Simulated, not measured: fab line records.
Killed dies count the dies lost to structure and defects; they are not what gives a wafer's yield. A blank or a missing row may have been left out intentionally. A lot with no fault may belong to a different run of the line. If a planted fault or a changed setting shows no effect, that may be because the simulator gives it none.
Lot-split experiment :: flow n5Finfet :: on a route of 1938 steps: 7 lots, 21 wafers read

## ABOUT THE SPLIT
At N5_SD_EPI_N_ETCH_35 (etches SOC in N2/H2, overetch 108 nm, time 486 s), the setting timeS was moved away from the recipe's 486 s on 7 of the 21 wafers read, by -10.6% to +14.0%. This setting was run at the recipe's value on the other wafers.

The reading is taken at the split's own step.

## THE READING
SiARC_of_SD_EPI_N_COAT_33.thkNm (the simulator's own value, which no gauge read), in nm, at N5_SD_EPI_N_ETCH_35 (etches SOC in N2/H2, overetch 108 nm, time 486 s). There is no usual value for it anywhere in the file. Here, 14 wafers ran the recipe; their average is 19.6 nm with a standard deviation of 0.18 nm.

wafer: L074.2
tool, chamber at the split: rieDiel-05, 2
timeS as run, s: 486
against the recipe: recipe
SiARC_of_SD_EPI_N_COAT_33.thkNm, nm: 19.8
against lot-mates on the recipe: -

wafer: L074.4
tool, chamber at the split: rieDiel-05, 1
timeS as run, s: 486
against the recipe: recipe
SiARC_of_SD_EPI_N_COAT_33.thkNm, nm: 19.4
against lot-mates on the recipe: -

wafer: L074.6
tool, chamber at the split: rieDiel-05, 0
timeS as run, s: 549.5
against the recipe: +13.1%
SiARC_of_SD_EPI_N_COAT_33.thkNm, nm: 17.6
against lot-mates on the recipe: -2.0

wafer: L075.1
tool, chamber at the split: rieDiel-05, 1
timeS as run, s: 486
against the recipe: recipe
SiARC_of_SD_EPI_N_COAT_33.thkNm, nm: 19.8
against lot-mates on the recipe: -

wafer: L075.3
tool, chamber at the split: rieDiel-05, 3
timeS as run, s: 486
against the recipe: recipe
SiARC_of_SD_EPI_N_COAT_33.thkNm, nm: 19.6
against lot-mates on the recipe: -

wafer: L075.4
tool, chamber at the split: rieDiel-05, 0
timeS as run, s: 486
against the recipe: recipe
SiARC_of_SD_EPI_N_COAT_33.thkNm, nm: 19.6
against lot-mates on the recipe: -

wafer: L076.1
tool, chamber at the split: rieDiel-04, 3
timeS as run, s: 486
against the recipe: recipe
SiARC_of_SD_EPI_N_COAT_33.thkNm, nm: 19.4
against lot-mates on the recipe: -

wafer: L076.2
tool, chamber at the split: rieDiel-04, 1
timeS as run, s: 554.2
against the recipe: +14.0%
SiARC_of_SD_EPI_N_COAT_33.thkNm, nm: 17.6
against lot-mates on the recipe: -1.8

wafer: L076.3
tool, chamber at the split: rieDiel-04, 0
timeS as run, s: 554.2
against the recipe: +14.0%
SiARC_of_SD_EPI_N_COAT_33.thkNm, nm: 17.4
against lot-mates on the recipe: -2.0

wafer: L078.1
tool, chamber at the split: rieDiel-02, 1
timeS as run, s: 486
against the recipe: recipe
SiARC_of_SD_EPI_N_COAT_33.thkNm, nm: 19.6
against lot-mates on the recipe: -

wafer: L078.5
tool, chamber at the split: rieDiel-02, 0
timeS as run, s: 486
against the recipe: recipe
SiARC_of_SD_EPI_N_COAT_33.thkNm, nm: 19.2
against lot-mates on the recipe: -

wafer: L078.6
tool, chamber at the split: rieDiel-02, 1
timeS as run, s: 527.1
against the recipe: +8.5%
SiARC_of_SD_EPI_N_COAT_33.thkNm, nm: 18.4
against lot-mates on the recipe: -1.0

wafer: L083.3
tool, chamber at the split: rieDiel-02, 0
timeS as run, s: 486
against the recipe: recipe
SiARC_of_SD_EPI_N_COAT_33.thkNm, nm: 19.4
against lot-mates on the recipe: -

wafer: L083.5
tool, chamber at the split: rieDiel-02, 0
timeS as run, s: 486
against the recipe: recipe
SiARC_of_SD_EPI_N_COAT_33.thkNm, nm: 19.6
against lot-mates on the recipe: -

wafer: L083.6
tool, chamber at the split: rieDiel-02, 1
timeS as run, s: 486
against the recipe: recipe
SiARC_of_SD_EPI_N_COAT_33.thkNm, nm: 19.8
against lot-mates on the recipe: -

wafer: L088.2
tool, chamber at the split: rieDiel-02, 0
timeS as run, s: 486
against the recipe: recipe
SiARC_of_SD_EPI_N_COAT_33.thkNm, nm: 19.6
against lot-mates on the recipe: -

wafer: L088.3
tool, chamber at the split: rieDiel-02, 1
timeS as run, s: 434.4
against the recipe: -10.6%
SiARC_of_SD_EPI_N_COAT_33.thkNm, nm: 21.6
against lot-mates on the recipe: +2.0

wafer: L088.4
tool, chamber at the split: rieDiel-02, 2
timeS as run, s: 486
against the recipe: recipe
SiARC_of_SD_EPI_N_COAT_33.thkNm, nm: 19.6
against lot-mates on the recipe: -

wafer: L090.1
tool, chamber at the split: rieDiel-04, 1
timeS as run, s: 486
against the recipe: recipe
SiARC_of_SD_EPI_N_COAT_33.thkNm, nm: 19.8
against lot-mates on the recipe: -

wafer: L090.3
tool, chamber at the split: rieDiel-04, 2
timeS as run, s: 545.9
against the recipe: +12.3%
SiARC_of_SD_EPI_N_COAT_33.thkNm, nm: 17.6
against lot-mates on the recipe: -2.2

wafer: L090.4
tool, chamber at the split: rieDiel-04, 3
timeS as run, s: 545.9
against the recipe: +12.3%
SiARC_of_SD_EPI_N_COAT_33.thkNm, nm: 17.6
against lot-mates on the recipe: -2.2

THE FIT
A straight line over all 21 wafers: SiARC_of_SD_EPI_N_COAT_33.thkNm changes by -0.159 nm for each +1% of timeS; r = -0.99; the points scatter about the line by 0.18 nm.
The same after taking each lot's own level away (the mean of its wafers on the recipe; 21 wafers): -0.158 nm for each +1%; r = -0.98; scatter 0.21 nm.
Per that fit: largest timeS move, reading shift of 2.2 nm.
The lots' own levels span 19.40 to 19.80 nm, that is 2.3 times the standard deviation above.
Hence the lot-to-lot level has little effect on the slope; both slopes agree.
Check: with one of the wafers moved furthest among these (+14.0%) left out of the fit, the line predicts -2.26 nm for it against its lot-mates. It came out at -1.8 nm against them.

## OTHER SPLITS ON THESE WAFERS
These wafers also went through other splits before the reading. Each is held against what the fit with the lots' levels taken away leaves over:
other split on the same wafers: N5_ZERO_LAYER_EXPOSE_08 doseMj
wafers away from the commonest value: 7
r with SiARC_of_SD_EPI_N_COAT_33.thkNm (lot level and that fit taken away): -0.11

other split on the same wafers: N5_ZERO_LAYER_DEVELOP_10 developTimeS
wafers away from the commonest value: 5
r with SiARC_of_SD_EPI_N_COAT_33.thkNm (lot level and that fit taken away): -0.14

other split on the same wafers: N5_PMOS_HMC_CHANNEL_EPI_EXPOSE_06 doseMj
wafers away from the commonest value: 4
r with SiARC_of_SD_EPI_N_COAT_33.thkNm (lot level and that fit taken away): +0.01

other split on the same wafers: N5_PMOS_HMC_CHANNEL_EPI_DEVELOP_08 developTimeS
wafers away from the commonest value: 7
r with SiARC_of_SD_EPI_N_COAT_33.thkNm (lot level and that fit taken away): -0.21

other split on the same wafers: N5_FIN_SAQP_HM_DEP_03 timeS
wafers away from the commonest value: 8
r with SiARC_of_SD_EPI_N_COAT_33.thkNm (lot level and that fit taken away): -0.33

other split on the same wafers: N5_FIN_SAQP_EXPOSE_13 doseMj
wafers away from the commonest value: 6
r with SiARC_of_SD_EPI_N_COAT_33.thkNm (lot level and that fit taken away): -0.08

## THE WHOLE CHAIN: every reading that the file lists as answering this split, in the file's order
step: N5_SD_EPI_N_ETCH_35
what it does: etches SOC in N2/H2, overetch 108 nm, time 486 s
reading: SD_EPI_N.cdNm (the simulator's own value, which no gauge read)
change (the file's fit): +0.202 nm for each +1% of the setting
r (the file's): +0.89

step: N5_SD_EPI_N_ETCH_35
what it does: etches SOC in N2/H2, overetch 108 nm, time 486 s
reading: SiARC_of_SD_EPI_N_COAT_33.thkNm (the simulator's own value, which no gauge read)
change (the file's fit): -0.156 nm for each +1% of the setting
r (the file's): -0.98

## FILE'S OWN FIT
SiARC_of_SD_EPI_N_COAT_33.thkNm changes by -0.156 nm for each +1% of timeS, r = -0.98.
